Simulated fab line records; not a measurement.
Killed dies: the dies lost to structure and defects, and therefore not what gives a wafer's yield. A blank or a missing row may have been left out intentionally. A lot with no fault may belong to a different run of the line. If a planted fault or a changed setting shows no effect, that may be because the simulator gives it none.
Comparing a struck lot with a sound one || flow n5-finfet || 15 steps out of a route of 1938
Sound: the wafers L586.1, L586.3, L586.5. Wafers L598.1, L598.2, L598.5 were the ones struck. The cause is named last.
For every step that has rows: the tool of each side, followed by ch and its chambers, followed by its first start. Under that, the readings that differ: sound wafers || struck wafers || difference of the means || sigmas: that difference in standard deviations of wafers without a fault.
alike: words and numbers the same on both sides, and readings whose means are apart by under 2 such deviations; not compared: readings that were withheld, readings missing a value for some wafer, numbers with overlapping values and no deviation given by the record, and bounds like >300 which may hide the same value.
The two part at a step that has a row with sigmas, a row that says differs or no value, or rows on one side only. When numbers do not overlap yet have no deviation, they are printed without sigmas and do not part them. Lack of a reading on every wafer of one side parts them only where that side has two or more wafers.

first, 8 steps without rows for these wafers: N5_BEOL_M13_COAT_66 (time 60 s, resist thk 110 nm); N5_BEOL_M13_COAT_22 (resist thk 300 nm); N5_BEOL_M13_EBR_24; N5_BEOL_M13_SOFTBAKE_23 (time 60 s); N5_BEOL_M13_EXPOSE_25 (exposes mask M13, target cd 210 nm); N5_BEOL_M13_PEB_26 (peb time 90 s); N5_BEOL_M13_DEVELOP_27 (develop time 45 s); N5_BEOL_M13_HARDBAKE_32 (time 120 s).
N5_BEOL_M13_CD_MEAS_28: the cd target is 209.5 nm.
  sound on cd-sem-02 ch 0, day 12 15:23; struck on cd-sem-01 ch 0, day 15 07:29
  alike: cd-nm
N5_BEOL_M13_OVL_MEAS_29:
  sound on overlay-02 ch 0, day 12 15:25; struck on overlay-02 ch 0, day 15 07:31
  alike: M13_OVL
N5_BEOL_M13_INSPECT_30: inspects for defects (macro).
  sound on defect-inspect-01 at day 12 15:26; struck on defect-inspect-02 at day 15 07:32
  alike: raw-defect-count
N5_BEOL_M13_DESCUM_33: chemistry O2, time 7.9 s.
  sound on rie-diel-04 ch 1,3, day 12 15:31; struck on rie-diel-04 ch 0,2,3, day 15 07:34
  alike: drypump-motor-current-A, oes-product-au, rf-vpp-V, showerhead-plenum-p-Torr, temp-c, throttle-valve-pct
  not compared: rf-hours-counter-h
N5_BEOL_M13_ETCH_67: etches SiARC in CF4, target depth 143 nm, time 238.3 s.
  sound on rie-diel-04 ch 1,3, day 12 15:34; struck on rie-diel-04 ch 0,2,3, day 15 07:36
{"reading": "etch-rf-on-time-s (s)", "sound": "244 241 244", "struck": "294 285 288", "difference": "+46", "sigmas": "+9"}
  alike: cf4-flow-sccm, drypump-motor-current-A, oes-product-au, rf-vpp-V, showerhead-plenum-p-Torr, throttle-valve-pct
  not compared: rf-hours-counter-h
N5_BEOL_M13_ETCH_68: etches SOC in N2/H2, time 355 s.
  sound on rie-diel-04 ch 1,3, day 12 15:42; struck on rie-diel-04 ch 0,2,3, day 15 07:45
  alike: drypump-motor-current-A, oes-product-au, rf-vpp-V, showerhead-plenum-p-Torr, temp-c, throttle-valve-pct
  not compared: rf-hours-counter-h
N5_PASSIVATION_PROBE_49:
  record: rows for the struck wafers here (prober-02, day 16 17:05), none for the sound ones

WHERE THEY PART
At N5_BEOL_M13_ETCH_67 first; at N5_PASSIVATION_PROBE_49 last (within this record only).

WHY: whatever the simulator had introduced
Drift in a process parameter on rie-diel-04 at N5_BEOL_M13_ETCH_67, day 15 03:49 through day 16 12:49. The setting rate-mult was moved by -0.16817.
